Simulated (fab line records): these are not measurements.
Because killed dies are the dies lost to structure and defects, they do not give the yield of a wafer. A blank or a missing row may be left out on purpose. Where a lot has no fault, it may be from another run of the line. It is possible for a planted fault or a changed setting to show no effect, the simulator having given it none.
fab line records | flow n5_finfet
record lots=10 | wafers=27 | last_day=19
route steps=1938 shown BEOL_M1@769 BEOL_M4@1111 PASSIVATION@1936
lots untouched by any fault: they come from a run of this same line in which no faults occurred
start_h: start of the lot's first displayed wafer, in hours after the record's first day | wait_h: hours elapsed since this lot's preceding step | " repeats the value in the row above | L1.1+2: several wafers, shown together as one row | - no value, or no start was given | * or withheld: withheld | < > ~ a bound
route shown NAME@n: names a module that has steps shown in the file, with the first one's number in the route | usual: mean/standard deviation taken from wafers without a fault | same: alike in all rows | chamber/n: place in a boat | sites: each site's reading | _std_site: the standard deviation of these | _edge_site: the outer-site mean with the inner-site mean subtracted | radius_mm: how far each site lies from the wafer's centre | mask NAME#n: copy n | behind: the last tool/chamber to shape the wafer | hold: reason for holding the lot/hours on hold/outcome of the hold | device: the transistor (n, p or np) that didn't switch | end of line: tests run on the same wafers once the route is complete | for a step that has no rows: nothing shown but its recipe | killed: dies that structure and defects cost at the first sort, which is not the same as the wafer's yield | map: per-die view of a wafer (x killed, . not killed, _ where there is no die)
set.NAME: the setting that was run; set.NAME@STEP: the one run at that earlier step | model.NAME: the simulator's own value behind a step, which no gauge read
the route's steps for a sample of lots (tables are steps, rows are wafers)
services: the hour from which a tool's chamber was out of use, counted from the record's first day as start_h (under 0 if before that day), plus the number of hours and why
## steps
# step N5_BEOL_M1_ETCH_63
# recipe chemistry=CF4 | target=SiARC | target_depth_a=156 | mask_material=CAR-EUV | time_s=26 | ion_energy_ev=80 | pressure_mtorr=40 | source_w=545 | bias_w=36 | Ar_flow_sccm=100 | cf4_flow_sccm=100 | ends=cleared
# usual drypump_motor_current_A=5.76/0.3 | etch_rf_on_time_s=26.1/0.79 | oes_product_au=0.66/0.061 | rf_vpp_V=183.9/1.2 | showerhead_plenum_p_Torr=2.14/0.078 | throttle_valve_pct=15.61/0.24
lot.wafer | tool        | chamber | start_h | wait_h | drypump_motor_current_A | etch_rf_on_time_s | oes_product_au | rf_hours_counter_h | rf_vpp_V | showerhead_plenum_p_Torr | throttle_valve_pct
L743.1    | rie_diel-01 | 3       | 149.52  | 0.0    | 5.86                    | 25.4              | 0.60           | 256                | 185.9    | 2.21                     | 15.71
L743.5    | "           | 3       | "       | "      | 5.87                    | 25.5              | 0.59           | -                  | 185.8    | 2.20                     | 15.73
L743.6    | "           | 0       | "       | "      | 5.69                    | 25.9              | 0.72           | -                  | 183.4    | 2.09                     | 15.13
L748.1    | rie_diel-05 | 0       | 164.25  | 0.0    | 5.80                    | 26.7              | 0.63           | 179                | 184.4    | 2.12                     | 15.72
L748.2    | "           | 2       | "       | "      | 5.64                    | 28.0              | 0.59           | 228                | 183.2    | 2.11                     | 16.02
L748.4    | "           | 0       | "       | "      | 5.78                    | 26.5              | 0.63           | -                  | 183.9    | 2.12                     | 15.72
L749.2    | rie_diel-01 | 2       | 182.44  | 0.0    | 5.64                    | 25.7              | 0.61           | 205                | 184.0    | 2.19                     | 15.77
L749.5    | "           | 3       | "       | "      | 5.85                    | 25.1              | 0.85           | -                  | 184.8    | 2.20                     | 15.25
L751.2    | rie_diel-01 | 1       | 182.90  | 0.0    | 6.11                    | 25.8              | 0.72           | 68                 | 185.8    | 2.16                     | 15.51
L751.6    | "           | 2       | "       | "      | 5.67                    | 25.5              | 0.62           | -                  | 186.4    | 2.19                     | 15.76
L750.1    | rie_diel-01 | 1       | 187.07  | 0.0    | 6.10                    | 26.1              | 0.71           | 69                 | 184.0    | 2.16                     | 15.52
L750.2    | "           | 3       | "       | "      | 5.83                    | 24.9              | 0.84           | 3                  | 184.2    | 2.20                     | 15.23
L750.5    | "           | 0       | "       | "      | 5.65                    | 25.9              | 0.72           | -                  | 182.9    | 2.09                     | 15.15
L755.1    | rie_diel-06 | 2       | 210.54  | 0.0    | 6.03                    | 26.2              | 0.63           | 131                | 182.6    | 2.06                     | 15.64
L755.2    | "           | 0       | "       | "      | 5.91                    | 25.9              | 0.64           | 154                | 185.8    | 2.23                     | 15.67
L755.4    | "           | 3       | "       | "      | 5.42                    | 26.8              | 0.70           | 55                 | 185.8    | 2.27                     | 15.69
L754.4    | rie_diel-06 | 2       | 211.04  | 0.0    | 5.99                    | 26.3              | 0.63           | 131                | 182.7    | 2.06                     | 15.66
L754.5    | "           | 3       | "       | "      | 5.41                    | 27.0              | 0.70           | -                  | 185.4    | 2.27                     | 15.69
L754.6    | "           | 2       | "       | "      | 6.04                    | 26.4              | 0.63           | -                  | 182.5    | 2.06                     | 15.64
L761.1    | rie_diel-06 | 2       | 245.53  | 0.0    | 5.99                    | 25.8              | 0.62           | 140                | 182.5    | 2.05                     | 15.66
L761.2    | "           | 0       | "       | "      | 5.89                    | 26.6              | 0.62           | 164                | 182.8    | 2.23                     | 15.71
L761.5    | "           | 3       | "       | "      | 5.42                    | 26.6              | 0.70           | -                  | 185.6    | 2.27                     | 15.70
L762.1    | rie_diel-06 | 2       | 249.07  | 0.0    | 6.01                    | 25.7              | 0.64           | 141                | 182.8    | 2.05                     | 15.65
L762.5    | "           | 3       | "       | "      | 5.42                    | 26.9              | 0.69           | -                  | 186.4    | 2.27                     | 15.72
L762.6    | "           | 0       | "       | "      | 5.90                    | 26.2              | 0.63           | -                  | 184.6    | 2.23                     | 15.71
L764.1    | rie_diel-06 | 2       | 256.90  | 0.0    | 6.01                    | 25.7              | 0.62           | 143                | 182.1    | 2.05                     | 15.66
L764.4    | "           | 0       | "       | "      | 5.92                    | 26.0              | 0.63           | 167                | 186.9    | 2.23                     | 15.72
# step N5_BEOL_M1_HM_OPEN_17
# recipe chemistry=Cl2/BCl3 | target_depth_a=200 | overetch_a=60 | target=TiN | mask_material=SOC | ion_energy_ev=150 | pressure_mtorr=10 | icp_w=1000 | bias_w=126 | Cl2_flow_sccm=53.25 | bcl3_flow_sccm=21.75 | Ar_flow_sccm=25
# usual drypump_motor_current_A=5.6/0.41 | oes_product_au=0.65/0.12 | throttle_valve_pct=22.2/0.36
lot.wafer | tool         | chamber | start_h | wait_h | drypump_motor_current_A | oes_product_au | rf_hours_counter_h | throttle_valve_pct
L743.1    | rie_metal-02 | 0       | 149.72  | 0.0    | 5.8                     | 0.55           | 119                | 22.8
L743.5    | "            | 0       | "       | "      | 5.8                     | 0.54           | -                  | 22.8
L743.6    | "            | 1       | "       | "      | 4.8                     | 0.58           | -                  | 22.4
L748.1    | rie_metal-02 | 1       | 164.45  | 0.0    | 4.8                     | 0.58           | 74                 | 22.5
L748.2    | "            | 0       | "       | "      | 5.8                     | 0.54           | 120                | 22.8
L748.4    | "            | 1       | "       | "      | 4.8                     | 0.58           | -                  | 22.4
L749.2    | rie_metal-02 | 1       | 182.64  | 0.0    | 4.8                     | 0.58           | 75                 | 22.4
L749.5    | "            | 1       | "       | "      | 4.8                     | 0.58           | -                  | 22.5
L751.2    | rie_metal-01 | 1       | 183.10  | 0.0    | 6.0                     | 0.79           | 7                  | 22.2
L751.6    | "            | 0       | "       | "      | 5.6                     | 0.71           | -                  | 22.1
L750.1    | rie_metal-01 | 0       | 187.26  | 0.0    | 5.6                     | 0.71           | 16                 | 22.1
L750.2    | "            | 1       | "       | "      | 6.0                     | 0.79           | 7                  | 22.2
L750.5    | "            | 0       | "       | "      | 5.6                     | 0.70           | -                  | 22.1
L755.1    | rie_metal-01 | 1       | 210.74  | 0.0    | 6.0                     | 0.77           | 10                 | 22.3
L755.2    | "            | 0       | "       | "      | 5.5                     | 0.71           | 19                 | 22.1
L755.4    | "            | 0       | "       | "      | 5.6                     | 0.70           | -                  | 22.1
L754.4    | rie_metal-01 | 0       | 211.26  | 0.1    | 5.6                     | 0.70           | -                  | 22.1
L754.5    | "            | 0       | "       | "      | 5.5                     | 0.70           | -                  | 22.1
L754.6    | "            | 1       | "       | "      | 6.0                     | 0.77           | -                  | 22.2
L761.1    | rie_metal-03 | 1       | 245.72  | 0.0    | 5.7                     | 0.78           | 3                  | 22.3
L761.2    | "            | 0       | "       | "      | 5.7                     | 0.78           | 5                  | 21.4
L761.5    | "            | 0       | "       | "      | 5.7                     | 0.79           | -                  | 21.4
L762.1    | rie_metal-02 | 0       | 249.27  | 0.0    | 5.8                     | 0.85           | 0                  | 22.3
L762.5    | "            | 0       | "       | "      | 5.8                     | 0.85           | -                  | 22.3
L762.6    | "            | 1       | "       | "      | 4.8                     | 0.57           | -                  | 22.5
L764.1    | rie_metal-02 | 1       | 257.09  | 0.0    | 4.8                     | 0.57           | 84                 | 22.5
L764.4    | "            | 0       | "       | "      | 5.8                     | 0.83           | -                  | 22.3
# step N5_BEOL_M1_CD_MEAS_28
# recipe landing_energy_ev=500 | detector=se_inlens | target_cd_y_nm=23.3
# usual cd_nm=23.96/0.25
lot.wafer | tool      | chamber | start_h | wait_h | cd_nm
L743.1    | cd_sem-03 | 0       | 150.22  | -      | 23.80
L743.5    | "         | 0       | "       | "      | 23.84
L743.6    | "         | 0       | "       | "      | 24.09
L748.1    | cd_sem-02 | 0       | 164.95  | -      | 24.08
L748.2    | "         | 0       | "       | "      | 23.57
L748.4    | "         | 0       | "       | "      | 23.89
L749.2    | cd_sem-01 | 0       | 183.18  | -      | 23.90
L749.5    | "         | 0       | "       | "      | 24.02
L751.2    | cd_sem-03 | 0       | 183.85  | -      | 23.92
L751.6    | "         | 0       | "       | "      | 23.70
L750.1    | cd_sem-02 | 0       | 187.89  | -      | 24.14
L750.2    | "         | 0       | "       | "      | 24.01
L750.5    | "         | 0       | "       | "      | 24.40
L755.1    | cd_sem-02 | 0       | 211.26  | -      | 24.46
L755.2    | "         | 0       | "       | "      | 24.17
L755.4    | "         | 0       | "       | "      | 23.46
L754.4    | cd_sem-03 | 0       | 211.94  | -      | 24.11
L754.5    | "         | 0       | "       | "      | 24.15
L754.6    | "         | 0       | "       | "      | 24.18
L761.1    | cd_sem-01 | 0       | 246.35  | -      | 23.73
L761.2    | "         | 0       | "       | "      | 23.64
L761.5    | "         | 0       | "       | "      | 24.22
L762.1    | cd_sem-03 | 0       | 249.89  | -      | 23.96
L762.5    | "         | 0       | "       | "      | 24.03
L762.6    | "         | 0       | "       | "      | 23.79
L764.1    | cd_sem-02 | 0       | 257.72  | -      | 23.66
L764.4    | "         | 0       | "       | "      | 23.51
# step N5_BEOL_M1_INSPECT_30
# recipe mode=adi | inspect_instrument=brightfield
# usual raw_defect_count=422/110
lot.wafer | tool              | chamber | start_h | wait_h | raw_defect_count
L743.1    | defect_inspect-01 | -       | 150.31  | 0.1    | 335
L743.5    | "                 | -       | "       | "      | 352
L743.6    | "                 | -       | "       | "      | 221
L748.1    | defect_inspect-02 | -       | 165.04  | 0.1    | 485
L748.2    | "                 | -       | "       | "      | 432
L748.4    | "                 | -       | "       | "      | 809
L749.2    | defect_inspect-02 | -       | 183.27  | 0.0    | 539
L749.5    | "                 | -       | "       | "      | 683
L751.2    | defect_inspect-02 | -       | 183.93  | 0.0    | 395
L751.6    | "                 | -       | "       | "      | 492
L750.1    | defect_inspect-01 | -       | 187.97  | 0.1    | 487
L750.2    | "                 | -       | "       | "      | 361
L750.5    | "                 | -       | "       | "      | 418
L755.1    | defect_inspect-02 | -       | 211.35  | 0.1    | 1000
L755.2    | "                 | -       | "       | "      | 1132
L755.4    | "                 | -       | "       | "      | 994
L754.4    | defect_inspect-02 | -       | 212.02  | 0.0    | 1030
L754.5    | "                 | -       | "       | "      | 1109
L754.6    | "                 | -       | "       | "      | 996
L761.1    | defect_inspect-02 | -       | 246.43  | 0.1    | 343
L761.2    | "                 | -       | "       | "      | 304
L761.5    | "                 | -       | "       | "      | 418
L762.1    | defect_inspect-02 | -       | 249.98  | 0.1    | 427
L762.5    | "                 | -       | "       | "      | 568
L762.6    | "                 | -       | "       | "      | 388
L764.1    | defect_inspect-02 | -       | 257.81  | 0.1    | 390
L764.4    | "                 | -       | "       | "      | 447
# step N5_BEOL_M1_ETCH_69
# recipe chemistry=CF4 | target=SiARC | target_depth_a=156 | mask_material=CAR-EUV | time_s=26 | ion_energy_ev=80 | pressure_mtorr=40 | source_w=545 | bias_w=36 | Ar_flow_sccm=100 | cf4_flow_sccm=100 | ends=cleared
# usual drypump_motor_current_A=5.72/0.28 | etch_rf_on_time_s=26.1/0.78 | oes_product_au=0.66/0.059 | rf_vpp_V=183.8/1.3 | showerhead_plenum_p_Torr=2.12/0.064 | throttle_valve_pct=15.59/0.27
lot.wafer | tool        | chamber | start_h | wait_h | drypump_motor_current_A | etch_rf_on_time_s | oes_product_au | rf_hours_counter_h | rf_vpp_V | showerhead_plenum_p_Torr | throttle_valve_pct
L743.1    | rie_diel-01 | 3       | 150.39  | 0.0    | 5.84                    | 25.3              | 0.60           | 256                | 185.4    | 2.20                     | 15.72
L743.5    | "           | 1       | "       | "      | 6.12                    | 26.2              | 0.71           | -                  | 185.2    | 2.16                     | 15.51
L743.6    | "           | 0       | "       | "      | 5.64                    | 25.8              | 0.73           | -                  | 183.9    | 2.09                     | 15.14
L748.1    | rie_diel-01 | 2       | 165.12  | 0.0    | 5.64                    | 25.5              | 0.61           | 202                | 183.7    | 2.19                     | 15.77
L748.2    | "           | 0       | "       | "      | 5.63                    | 25.8              | 0.72           | 62                 | 180.9    | 2.09                     | 15.13
L748.4    | "           | 0       | "       | "      | 5.66                    | 25.9              | 0.71           | -                  | 182.9    | 2.09                     | 15.13
L749.2    | rie_diel-01 | 3       | 183.52  | 0.0    | 5.83                    | 24.8              | 0.85           | 2                  | 184.1    | 2.20                     | 15.25
L749.5    | "           | 0       | "       | "      | 5.63                    | 26.0              | 0.71           | -                  | 182.6    | 2.09                     | 15.15
L751.2    | rie_diel-05 | 1       | 184.02  | 0.0    | 5.19                    | 26.0              | 0.62           | 174                | 181.3    | 2.05                     | 15.91
L751.6    | "           | 1       | "       | "      | 5.19                    | 26.3              | 0.62           | -                  | 183.1    | 2.05                     | 15.92
L750.1    | rie_diel-05 | 0       | 188.06  | 0.0    | 5.79                    | 26.7              | 0.62           | 187                | 184.3    | 2.12                     | 15.70
L750.2    | "           | 1       | "       | "      | 5.17                    | 26.4              | 0.62           | 175                | 180.2    | 2.05                     | 15.91
L750.5    | "           | 3       | "       | "      | 5.76                    | 24.8              | 0.73           | -                  | 185.0    | 2.09                     | 15.28
L755.1    | rie_diel-05 | 0       | 211.44  | 0.0    | 5.78                    | 27.1              | 0.61           | 194                | 184.4    | 2.12                     | 15.73
L755.2    | "           | 3       | "       | "      | 5.76                    | 24.9              | 0.72           | 94                 | 182.7    | 2.08                     | 15.29
L755.4    | "           | 2       | "       | "      | 5.61                    | 28.3              | 0.57           | 239                | 184.6    | 2.11                     | 16.05
L754.4    | rie_diel-01 | 1       | 212.11  | 0.0    | 6.12                    | 26.3              | 0.69           | 77                 | 183.8    | 2.16                     | 15.53
L754.5    | "           | 3       | "       | "      | 5.87                    | 24.7              | 0.83           | -                  | 182.7    | 2.20                     | 15.25
L754.6    | "           | 2       | "       | "      | 5.65                    | 25.9              | 0.60           | -                  | 184.4    | 2.19                     | 15.80
L761.1    | rie_diel-05 | 1       | 246.52  | 0.0    | 5.21                    | 26.3              | 0.60           | 193                | 182.5    | 2.04                     | 15.94
L761.2    | "           | 0       | "       | "      | 5.77                    | 26.4              | 0.61           | 205                | 183.0    | 2.11                     | 15.75
L761.5    | "           | 3       | "       | "      | 5.76                    | 24.7              | 0.72           | -                  | 184.3    | 2.08                     | 15.31
L762.1    | rie_diel-06 | 3       | 250.07  | 0.0    | 5.39                    | 26.5              | 0.69           | 66                 | 186.0    | 2.27                     | 15.72
L762.5    | "           | 1       | "       | "      | 6.26                    | 25.2              | 0.62           | -                  | 183.9    | 2.04                     | 15.51
L762.6    | "           | 2       | "       | "      | 6.00                    | 25.4              | 0.64           | -                  | 184.1    | 2.05                     | 15.66
L764.1    | rie_diel-05 | 1       | 257.90  | 0.0    | 5.16                    | 26.5              | 0.60           | 197                | 182.5    | 2.04                     | 15.95
L764.4    | "           | 1       | "       | "      | 5.22                    | 26.3              | 0.60           | -                  | 183.5    | 2.04                     | 15.95
# step N5_BEOL_M4_RC_MEAS_101
# usual DIBL_N=36.4/2.2 | DIBL_P=36.3/2.5 | IOFF_N=0.17/0.052 | IOFF_P=0.23/0.049 | ION_N=674/17 | ION_P=464/11 | SS_N=71.7/0.98 | SS_P=73.3/0.84 | VT_N=250/4 | VT_P=-249/3.8
lot.wafer | tool      | chamber | start_h | wait_h | DIBL_N[mV/V] | DIBL_P[mV/V] | IOFF_N[nA/um] | IOFF_P[nA/um] | ION_N[uA/um] | ION_P[uA/um] | SS_N[mV/dec] | SS_P[mV/dec] | VT_N[mV] | VT_P[mV]
L743.1    | prober-02 | 0       | 239.10  | 0.0    | 37.6         | 38.8         | 0.21          | 0.33          | 691          | 477          | 71.3         | 73.8         | 246      | -242
L743.5    | "         | 0       | "       | "      | 36.1         | 35.6         | 0.16          | 0.25          | 686          | 481          | 71.6         | 73.1         | 251      | -244
L743.6    | "         | 0       | "       | "      | 33.2         | 33.2         | 0.12          | 0.21          | 656          | 464          | 70.8         | 72.4         | 256      | -247
L750.1    | prober-01 | 0       | 242.72  | 0.0    | 41.1         | 40.1         | 0.28          | 0.34          | 689          | 468          | 73.3         | 74.4         | 242      | -240
L750.2    | "         | 0       | "       | "      | 36.0         | 35.0         | 0.16          | 0.24          | 667          | 465          | 70.9         | 72.9         | 248      | -247
L750.5    | "         | 0       | "       | "      | 35.1         | 33.7         | 0.13          | 0.20          | 650          | 453          | 71.6         | 72.8         | 251      | -249
L748.1    | prober-02 | 0       | 247.49  | 0.0    | 35.6         | 35.1         | 0.13          | 0.18          | 666          | 454          | 71.5         | 73.4         | 254      | -254
L748.2    | "         | 0       | "       | "      | 37.0         | 36.9         | 0.18          | 0.21          | 692          | 466          | 71.9         | 73.4         | 247      | -249
L748.4    | "         | 0       | "       | "      | 36.9         | 38.0         | 0.17          | 0.23          | 677          | 465          | 70.9         | 74.2         | 249      | -249
L749.2    | prober-01 | 0       | 259.32  | 0.2    | 34.4         | 35.8         | 0.15          | 0.20          | 683          | 464          | 72.2         | 73.1         | 248      | -250
L749.5    | "         | 0       | "       | "      | 34.4         | 36.2         | 0.14          | 0.22          | 651          | 454          | 71.8         | 73.4         | 253      | -252
L751.2    | prober-02 | 0       | 272.13  | 0.2    | 33.8         | 34.2         | 0.12          | 0.18          | 657          | 453          | 70.8         | 72.6         | 255      | -254
L751.6    | "         | 0       | "       | "      | 39.7         | 41.5         | 0.21          | 0.29          | 683          | 467          | 72.6         | 74.8         | 245      | -247
L755.1    | prober-01 | 0       | 277.38  | 0.0    | 35.7         | 34.5         | 0.13          | 0.21          | 649          | 452          | 70.9         | 73.4         | 254      | -249
L755.2    | "         | 0       | "       | "      | 34.9         | 33.4         | 0.14          | 0.19          | 676          | 469          | 71.3         | 72.6         | 248      | -252
L755.4    | "         | 0       | "       | "      | 37.0         | 36.6         | 0.17          | 0.26          | 680          | 468          | 71.5         | 73.4         | 246      | -246
L754.4    | prober-02 | 0       | 284.88  | 0.5    | 37.1         | 35.3         | 0.16          | 0.20          | 704          | 471          | 71.8         | 72.6         | 245      | -248
L754.5    | "         | 0       | "       | "      | 43.4         | 42.4         | 0.33          | 0.33          | 675          | 454          | 74.1         | 74.4         | 241      | -248
L754.6    | "         | 0       | "       | "      | 36.0         | 35.2         | 0.15          | 0.19          | 685          | 472          | 71.4         | 72.4         | 251      | -252
L761.1    | prober-01 | 0       | 326.37  | 0.0    | 33.2         | 33.6         | 0.11          | 0.17          | 667          | 459          | 70.6         | 71.8         | 252      | -249
L761.2    | "         | 0       | "       | "      | 37.1         | 37.4         | 0.18          | 0.23          | 695          | 472          | 72.1         | 72.9         | 244      | -244
L761.5    | "         | 0       | "       | "      | 35.7         | 35.1         | 0.15          | 0.18          | 659          | 451          | 70.6         | 72.5         | 251      | -252
L762.1    | prober-02 | 0       | 331.96  | 0.0    | 35.2         | 34.1         | 0.15          | 0.20          | 683          | 464          | 71.3         | 72.3         | 249      | -251
L762.5    | "         | 0       | "       | "      | 35.0         | 34.6         | 0.14          | 0.20          | 675          | 466          | 71.2         | 72.1         | 251      | -250
L762.6    | "         | 0       | "       | "      | 36.6         | 36.3         | 0.17          | 0.23          | 689          | 470          | 72.5         | 73.7         | 249      | -249
L764.1    | prober-01 | 0       | 349.46  | 0.7    | 33.5         | 34.5         | 0.12          | 0.19          | 652          | 459          | 71.2         | 72.9         | 255      | -249
L764.4    | "         | 0       | "       | "      | 34.1         | 34.9         | 0.14          | 0.20          | 674          | 470          | 70.4         | 71.8         | 248      | -249
# step N5_PASSIVATION_PROBE_49
# usual defect_limited_yield=91.2/1.4 | killed_at_M0_to_M3=34/9.3 | killed_at_M4_up=14/5.9 | killed_at_contacts=14/5.7 | killed_at_front_end=38/10 | killed_at_other=4/3.2 | killed_dies=104/17 | killed_open=67/13 | killed_short=33/6.9 | sort_bin_5_function=5.2/1 | sort_bin_6_memory=3.3/0.61 | sort_bin_8_speed=0.3/1.8 | sort_n_pass=1069/52
# same gross_dies=1180 | killed_at_back_side=0 | sort_bin_4_leakage[%]=0
lot.wafer | tool      | chamber | start_h | wait_h | defect_limited_yield[%] | killed_at_M0_to_M3 | killed_at_M4_up | killed_at_contacts | killed_at_front_end | killed_at_other | killed_dies | killed_open | killed_short | sort_bin_5_function[%] | sort_bin_6_memory[%] | sort_bin_8_speed[%] | sort_n_pass
L755.1    | prober-01 | -       | 392.21  | 0.0    | 80.8                    | 168                | 12              | 13                 | 34                  | 0               | 227         | 58          | 35           | 11.9                   | 4.2                  | 0.2                 | 951
L755.2    | prober-01 | -       | 392.26  | 0.1    | 78.5                    | 166                | 12              | 12                 | 29                  | 35              | 254         | 67          | 25           | 14.6                   | 4.6                  | 0                   | 926
L755.4    | prober-01 | -       | 392.36  | 0.2    | 79.7                    | 153                | 12              | 13                 | 53                  | 8               | 239         | 73          | 38           | 14.1                   | 4.2                  | 0                   | 941
L754.4    | prober-02 | -       | 398.76  | 0.2    | 83.4                    | 138                | 11              | 19                 | 23                  | 5               | 196         | 39          | 22           | 10.5                   | 3.1                  | 0                   | 984
L754.5    | prober-02 | -       | 398.81  | 0.2    | 83.6                    | 142                | 14              | 7                  | 27                  | 3               | 193         | 44          | 22           | 10.8                   | 3.3                  | 0                   | 982
L754.6    | prober-02 | -       | 398.86  | 0.3    | 80.3                    | 157                | 18              | 29                 | 25                  | 3               | 232         | 61          | 25           | 11.9                   | 5.5                  | 0                   | 948
# killed by level:class
L755.1 BEOL_M1:unspecified=129 BEOL_M1:geometric_particle:open=10 BEOL_M0_SAQP:geometric_particle:short=9 GATE_CUT:geometric_particle:short=8 MOL_CONTACT_COAG:geometric_particle:open=8 BEOL_M0:geometric_particle:open=7 BEOL_M0_SAQP:geometric_particle:open=6 FIN_SAQP:geometric_particle:open=5
L755.2 BEOL_M1:unspecified=123 PASSIVATION:area_etch=33 MOL_CONTACT_COAG:geometric_particle:open=10 BEOL_M0_SAQP:geometric_particle:short=10 BEOL_M1:geometric_particle:open=9 STI_FIN_REVEAL:geometric_particle:open=8 BEOL_M0_SAQP:geometric_particle:open=8 ILD0:geometric_particle:open=5
L755.4 BEOL_M1:unspecified=117 STI_FIN_REVEAL:geometric_particle:open=18 BEOL_M0_SAQP:geometric_particle:open=13 MOL_CONTACT_COAG:geometric_particle:open=12 PASSIVATION:area_etch=8 GATE_CUT:geometric_particle:short=7 FIN_SAQP:geometric_particle:short=6 STI_FIN_REVEAL:geometric_particle:short=6
L754.4 BEOL_M1:unspecified=119 MOL_CONTACT_COAG:area_etch=12 BEOL_M4:geometric_particle:open=8 BEOL_M3:geometric_particle:open=6 FIN_SAQP:geometric_particle:short=5 MOL_CONTACT_COAG:geometric_particle:open=5 GATE_CUT:geometric_particle:short=4 BEOL_M0_SAQP:geometric_particle:open=4
L754.5 BEOL_M1:unspecified=126 STI_FIN_REVEAL:geometric_particle:open=10 BEOL_M4:geometric_particle:open=6 MOL_CONTACT_COAG:geometric_particle:open=5 FIN_SAQP:geometric_particle:short=4 BEOL_M2:geometric_particle:open=4 GATE_CUT:geometric_particle:short=3 BEOL_M3:geometric_particle:open=3
L754.6 BEOL_M1:unspecified=130 MOL_CONTACT_COAG:area_etch=16 MOL_CONTACT_COAG:geometric_particle:open=10 BEOL_M4:geometric_particle:open=9 STI_FIN_REVEAL:geometric_particle:open=4 DUMMY_GATE:geometric_particle:open=4 BEOL_M0_SAQP:geometric_particle:open=4 BEOL_M0_SAQP:geometric_particle:short=4
## services
tool         | chamber | start_h | hours | kind
rie_diel-06  | -       | 132.24  | 0.2   | repair
rie_diel-01  | 2       | 137.63  | 13.2  | repair
rie_diel-06  | -       | 142.13  | 0.4   | repair
rie_metal-02 | -       | 144.65  | 0.8   | repair
rie_diel-01  | 3       | 145.39  | 3.7   | repair
rie_diel-01  | 3       | 150.88  | -     | clean
rie_diel-01  | 3       | 150.88  | -     | consumable_replace:focus_ring
rie_diel-01  | 3       | 150.88  | 19.4  | scheduled_down
rie_diel-01  | 3       | 150.88  | 19.4  | vent_cycle
rie_diel-05  | 3       | 162.96  | 6.1   | repair
rie_diel-05  | 2       | 176.92  | 13.9  | repair
rie_diel-06  | 0       | 177.68  | 4.9   | repair
rie_diel-06  | -       | 185.73  | 0.7   | repair
rie_diel-01  | 3       | 191.61  | 6.5   | repair
rie_metal-02 | -       | 204.99  | 0.6   | repair
rie_metal-01 | -       | 219.62  | 2.8   | pm
rie_diel-01  | 1       | 226.27  | 14.9  | repair
rie_metal-02 | 0       | 229.49  | -     | clean
rie_diel-01  | 3       | 231.16  | 2.1   | repair
rie_diel-01  | 1       | 243.55  | 4.0   | repair
rie_diel-05  | 2       | 245.07  | -     | clean
rie_diel-05  | 2       | 245.07  | -     | consumable_replace:focus_ring
rie_diel-05  | 2       | 245.07  | 17.8  | scheduled_down
rie_diel-05  | 2       | 245.07  | 17.8  | vent_cycle
## key
first_sign step=N5_BEOL_M1_INSPECT_30 | reading=raw_defect_count | direction=up | sigmas=5.8 | usual=422 | struck=1044
effect step=N5_PASSIVATION_PROBE_49 | reading=killed_at_M0_to_M3 | direction=up | sigmas=13 | usual=34 | struck=154
more_kills_born_at N5_BEOL_M1_HM_OPEN_17@rie_metal-01=744
met_at N5_BEOL_M1_HM_OPEN_17
struck_lots L754,L755
baseline_loss step=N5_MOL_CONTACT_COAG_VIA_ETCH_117 | wafers=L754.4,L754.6
baseline_loss step=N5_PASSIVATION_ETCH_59 | wafers=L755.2
not_acting_at N5_BEOL_M1_ETCH_63,N5_BEOL_M1_CD_MEAS_28,N5_BEOL_M1_ETCH_69
onset_between 187.26 210.74
fault kind=chamber_particle_source | tool=rie_metal-01 | chamber=- | onset_h=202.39 | steps=N5_BEOL_M1_HM_OPEN_17 | rate_per_visit_cm2=0.95718 | end_h=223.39
# baseline_loss: these wafers lose ten dies or more at that step, a loss of the line's own and not of a fault; the sort's usual values leave them out
